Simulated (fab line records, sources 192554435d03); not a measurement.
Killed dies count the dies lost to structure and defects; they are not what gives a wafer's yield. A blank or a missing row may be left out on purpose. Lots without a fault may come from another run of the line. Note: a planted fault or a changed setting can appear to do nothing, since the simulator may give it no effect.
Lot-split experiment | flow n5-finfet | route with 1938 steps; 7 lots, 39 wafers read

## SPLIT DETAILS
At N5_MOL_CONTACT_COAG_PRECLEAN_111 (cleans in NF3:NH3, afs cycles 1, time 20 s, sublimation time 60 s), the setting time-s was moved away from the recipe's 20 s on 12 of the 39 wafers read, by +25.4% to +32.9%. For the rest of the wafers, this setting stayed at what the recipe calls for.

The reading is taken at the split's own step.

## THE READING
SiNx_of_SPACER0_ALD_07.thk-nm (the simulator's own value, which no gauge read), in nm, at N5_MOL_CONTACT_COAG_PRECLEAN_111 (cleans in NF3:NH3, afs cycles 1, time 20 s, sublimation time 60 s). The file gives no usual value for it. Average 1.1 nm, standard deviation 0.097 nm, over the 27 wafers here run with the recipe.

wafer  | tool, chamber at the split | time-s as run, s | against the recipe | SiNx_of_SPACER0_ALD_07.thk-nm, nm | against lot-mates on the recipe
L076.1 | remote-plasma-01, 0        | 20               | recipe             | 1.2                               | -
L076.3 | remote-plasma-01, 0        | 20               | recipe             | 1.2                               | -
L076.2 | remote-plasma-01, 0        | 25.81            | +29.0%             | 0.8                               | -0.3
L076.5 | remote-plasma-01, 0        | 25.81            | +29.0%             | 0.8                               | -0.3
L076.6 | remote-plasma-01, 0        | 25.81            | +29.0%             | 0.8                               | -0.3
L076.4 | remote-plasma-01, 0        | 20               | recipe             | 1                                 | -
L079.1 | remote-plasma-02, 1        | 20               | recipe             | 1                                 | -
L079.3 | remote-plasma-02, 1        | 20               | recipe             | 1                                 | -
L079.4 | remote-plasma-02, 1        | 20               | recipe             | 1                                 | -
L079.2 | remote-plasma-02, 1        | 25.08            | +25.4%             | 0.8                               | -0.2
L079.5 | remote-plasma-02, 1        | 25.08            | +25.4%             | 0.8                               | -0.2
L079.6 | remote-plasma-02, 1        | 25.08            | +25.4%             | 0.8                               | -0.2
L080.1 | remote-plasma-01, 1        | 20               | recipe             | 1.2                               | -
L080.3 | remote-plasma-01, 1        | 20               | recipe             | 1.2                               | -
L080.4 | remote-plasma-01, 1        | 20               | recipe             | 1.2                               | -
L080.5 | remote-plasma-01, 1        | 20               | recipe             | 1.2                               | -
L080.6 | remote-plasma-01, 1        | 20               | recipe             | 1.2                               | -
L080.2 | remote-plasma-01, 1        | 20               | recipe             | 1                                 | -
L081.1 | remote-plasma-02, 1        | 20               | recipe             | 1.2                               | -
L081.2 | remote-plasma-02, 1        | 20               | recipe             | 1.2                               | -
L081.3 | remote-plasma-02, 1        | 20               | recipe             | 1.2                               | -
L081.4 | remote-plasma-02, 1        | 20               | recipe             | 1.2                               | -
L081.5 | remote-plasma-02, 1        | 20               | recipe             | 1.2                               | -
L081.6 | remote-plasma-02, 1        | 20               | recipe             | 1.2                               | -
L085.1 | remote-plasma-01, 1        | 25.41            | +27.0%             | 0.8                               | -0.2
L085.2 | remote-plasma-01, 1        | 25.41            | +27.0%             | 0.8                               | -0.2
L085.3 | remote-plasma-01, 1        | 20               | recipe             | 1                                 | -
L085.5 | remote-plasma-01, 1        | 20               | recipe             | 1                                 | -
L085.6 | remote-plasma-01, 1        | 20               | recipe             | 1                                 | -
L085.4 | remote-plasma-01, 1        | 25.41            | +27.0%             | 1                                 | +0.0
L090.1 | remote-plasma-02, 1        | 20               | recipe             | 1.2                               | -
L090.5 | remote-plasma-02, 1        | 20               | recipe             | 1.2                               | -
L090.6 | remote-plasma-02, 1        | 20               | recipe             | 1.2                               | -
L090.2 | remote-plasma-02, 1        | 26.59            | +32.9%             | 0.8                               | -0.4
L090.3 | remote-plasma-02, 1        | 26.59            | +32.9%             | 0.8                               | -0.4
L090.4 | remote-plasma-02, 1        | 26.59            | +32.9%             | 0.8                               | -0.4
L095.4 | remote-plasma-02, 1        | 20               | recipe             | 1                                 | -
L095.5 | remote-plasma-02, 1        | 20               | recipe             | 1                                 | -
L095.6 | remote-plasma-02, 1        | 20               | recipe             | 1.2                               | -

FIT RESULTS
A straight line over all 39 wafers: SiNx_of_SPACER0_ALD_07.thk-nm changes by -0.0107 nm for each +1% of time-s; r = -0.85; the points scatter about the line by 0.089 nm.
The same after taking each lot's own level away (the mean of its wafers on the recipe; 39 wafers): -0.00964 nm for each +1%; r = -0.87; scatter 0.073 nm.
Per that fit: largest time-s move, reading shift of 0.32 nm.
Across the lots, their own levels run from 1.00 to 1.20 nm, a range of 2.1 times the standard deviation given above.
In other words, the slope is changed by the lot-to-lot level; the two fits disagree.
Check: for one of the wafers moved furthest among these (+32.9%), held out of the fit, the line's prediction against its lot-mates is -0.304 nm. It came out at -0.4 nm against them.

## FURTHER SPLITS ON THESE WAFERS
Note: prior to the reading, these wafers also went through further splits. Each is held against what the fit with the lots' levels taken away leaves over:
other split on the same wafers           | wafers away from the commonest value | r with SiNx_of_SPACER0_ALD_07.thk-nm (lot level and that fit taken away)
N5_ZERO_LAYER_PECVD_02 time-s            | 18                                   | +0.01
N5_PMOS_HMC_CHANNEL_EPI_DESCUM_14 time-s | 18                                   | -0.25
N5_ILD0_PRECLEAN_10 time-s               | 18                                   | -0.01

## FILE'S OWN FIT
SiNx_of_SPACER0_ALD_07.thk-nm changes by -0.00954 nm for each +1% of time-s, r = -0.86.
